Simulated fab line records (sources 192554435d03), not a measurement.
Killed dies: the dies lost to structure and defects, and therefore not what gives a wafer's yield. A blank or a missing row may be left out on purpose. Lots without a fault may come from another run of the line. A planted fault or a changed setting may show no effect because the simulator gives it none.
fab line records / flow n5Finfet
record: lots: 7 wafers: 39
route steps=1938 shown DUMMY_GATE@237
startH: the number of hours between the record's first day and the start of the first shown wafer of the lot / waitH: hours elapsed since this lot's preceding step / " same as the row above / L1.1+2: one row covering several wafers at once / - no value present, or no start provided / * or withheld: withheld / < > ~ a bound
route shown NAME@n: NAME is a module with steps in the file, n the number in the route of the first one / usual: mean/standard deviation of fault-free wafers / same: alike in all rows / chamber/n: place in a boat / sites: each site's reading / _std_site: the values' standard deviation / _edge_site: outer sites' mean less inner sites' / radiusMm: for every site, how far away it sits from the centre of the wafer / mask NAME#n: copy n / behind: the tool/chamber that last shaped the wafer / hold: cause of the lot's hold/its duration in hours/its outcome / device: the transistor (n, p or np) that didn't switch / end of line: tests of these same wafers at the route's end / a step with no rows: only its recipe / killed: not the wafer's yield, but the dies lost to structure and defects at the first sort / map: shows each die of a wafer: x if killed, . if not, _ if none is there
set.NAME: the setting the step ran with; set.NAME@STEP: the setting that earlier step ran with / model.NAME: the simulator's own value behind a step, which no gauge read
lots whose settings were changed on purpose; a table a step, a row a wafer
== steps ==
step: N5_DUMMY_GATE_ETCH_37
recipe: chemistry: N2/H2 target: SOC targetDepthA: 600 overetchA: 300 tempC: 40 ionEnergyEv: 200 pressureMtorr: 30 sourceW: 840 biasW: 150 n2FlowSccm: 200 h2FlowSccm: 200
usual: rfVppV: 524.6/2.8
lot.wafer=L078.1 tool=rieDiel-02 chamber=3 startH=70.19 waitH=0.0 set.sourceW=770.3 rfVppV=539.1
lot.wafer=L078.2 tool=rieDiel-02 chamber=0 startH=70.19 waitH=0.0 set.sourceW=770.3 rfVppV=541.3
lot.wafer=L078.3 tool=rieDiel-02 chamber=2 startH=70.19 waitH=0.0 set.sourceW=840 rfVppV=520.0
lot.wafer=L078.4 tool=rieDiel-02 chamber=1 startH=70.19 waitH=0.0 set.sourceW=840 rfVppV=526.9
lot.wafer=L078.5 tool=rieDiel-02 chamber=0 startH=70.19 waitH=0.0 set.sourceW=770.3 rfVppV=540.6
lot.wafer=L078.6 tool=rieDiel-02 chamber=3 startH=70.19 waitH=0.0 set.sourceW=840 rfVppV=523.7
lot.wafer=L080.1 tool=rieDiel-06 chamber=3 startH=85.09 waitH=0.0 set.sourceW=840 rfVppV=521.1
lot.wafer=L080.2 tool=rieDiel-06 chamber=1 startH=85.09 waitH=0.0 set.sourceW=840 rfVppV=525.1
lot.wafer=L080.3 tool=rieDiel-06 chamber=0 startH=85.09 waitH=0.0 set.sourceW=840 rfVppV=525.9
lot.wafer=L080.4 tool=rieDiel-06 chamber=2 startH=85.09 waitH=0.0 set.sourceW=840 rfVppV=523.5
lot.wafer=L080.5 tool=rieDiel-06 chamber=2 startH=85.09 waitH=0.0 set.sourceW=840 rfVppV=522.0
lot.wafer=L080.6 tool=rieDiel-06 chamber=3 startH=85.09 waitH=0.0 set.sourceW=840 rfVppV=522.5
lot.wafer=L081.1 tool=rieDiel-04 chamber=0 startH=90.36 waitH=0.0 set.sourceW=840 rfVppV=526.9
lot.wafer=L081.2 tool=rieDiel-04 chamber=2 startH=90.36 waitH=0.0 set.sourceW=840 rfVppV=526.3
lot.wafer=L081.3 tool=rieDiel-04 chamber=1 startH=90.36 waitH=0.0 set.sourceW=840 rfVppV=525.8
lot.wafer=L081.4 tool=rieDiel-04 chamber=3 startH=90.36 waitH=0.0 set.sourceW=840 rfVppV=520.2
lot.wafer=L081.5 tool=rieDiel-04 chamber=1 startH=90.36 waitH=0.0 set.sourceW=840 rfVppV=527.4
lot.wafer=L081.6 tool=rieDiel-04 chamber=0 startH=90.36 waitH=0.0 set.sourceW=840 rfVppV=528.7
lot.wafer=L083.1 tool=rieDiel-04 chamber=1 startH=99.97 waitH=0.0 set.sourceW=840 rfVppV=526.1
lot.wafer=L083.3 tool=rieDiel-04 chamber=2 startH=99.97 waitH=0.0 set.sourceW=840 rfVppV=526.9
lot.wafer=L083.4 tool=rieDiel-04 chamber=3 startH=99.97 waitH=0.0 set.sourceW=840 rfVppV=521.2
lot.wafer=L084.1 tool=rieDiel-04 chamber=3 startH=106.25 waitH=0.0 set.sourceW=971.3 rfVppV=495.4
lot.wafer=L084.2 tool=rieDiel-04 chamber=1 startH=106.25 waitH=0.0 set.sourceW=840 rfVppV=527.8
lot.wafer=L084.3 tool=rieDiel-04 chamber=0 startH=106.25 waitH=0.0 set.sourceW=971.3 rfVppV=503.8
lot.wafer=L084.4 tool=rieDiel-04 chamber=0 startH=106.25 waitH=0.0 set.sourceW=971.3 rfVppV=502.9
lot.wafer=L084.5 tool=rieDiel-04 chamber=3 startH=106.25 waitH=0.0 set.sourceW=840 rfVppV=519.6
lot.wafer=L084.6 tool=rieDiel-04 chamber=1 startH=106.25 waitH=0.0 set.sourceW=840 rfVppV=527.4
lot.wafer=L087.1 tool=rieDiel-02 chamber=1 startH=129.96 waitH=0.0 set.sourceW=840 rfVppV=525.8
lot.wafer=L087.2 tool=rieDiel-02 chamber=0 startH=129.96 waitH=0.0 set.sourceW=840 rfVppV=526.5
lot.wafer=L087.3 tool=rieDiel-02 chamber=2 startH=129.96 waitH=0.0 set.sourceW=840 rfVppV=521.0
lot.wafer=L087.4 tool=rieDiel-02 chamber=3 startH=129.96 waitH=0.0 set.sourceW=840 rfVppV=523.4
lot.wafer=L087.5 tool=rieDiel-02 chamber=3 startH=129.96 waitH=0.0 set.sourceW=840 rfVppV=524.2
lot.wafer=L087.6 tool=rieDiel-02 chamber=2 startH=129.96 waitH=0.0 set.sourceW=840 rfVppV=521.5
lot.wafer=L095.1 tool=rieDiel-02 chamber=3 startH=172.86 waitH=0.0 set.sourceW=732 rfVppV=549.2
lot.wafer=L095.2 tool=rieDiel-02 chamber=1 startH=172.86 waitH=0.0 set.sourceW=732 rfVppV=550.7
lot.wafer=L095.3 tool=rieDiel-02 chamber=2 startH=172.86 waitH=0.0 set.sourceW=732 rfVppV=544.7
lot.wafer=L095.4 tool=rieDiel-02 chamber=0 startH=172.86 waitH=0.0 set.sourceW=840 rfVppV=525.6
lot.wafer=L095.5 tool=rieDiel-02 chamber=1 startH=172.86 waitH=0.0 set.sourceW=840 rfVppV=526.3
lot.wafer=L095.6 tool=rieDiel-02 chamber=2 startH=172.86 waitH=0.0 set.sourceW=840 rfVppV=521.0
== key ==
split: step: N5_DUMMY_GATE_ETCH_37 setting: sourceW stated: 840 by: wafer
response: step: N5_DUMMY_GATE_ETCH_37 reading: rfVppV change: -1.73 per: 1% r: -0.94
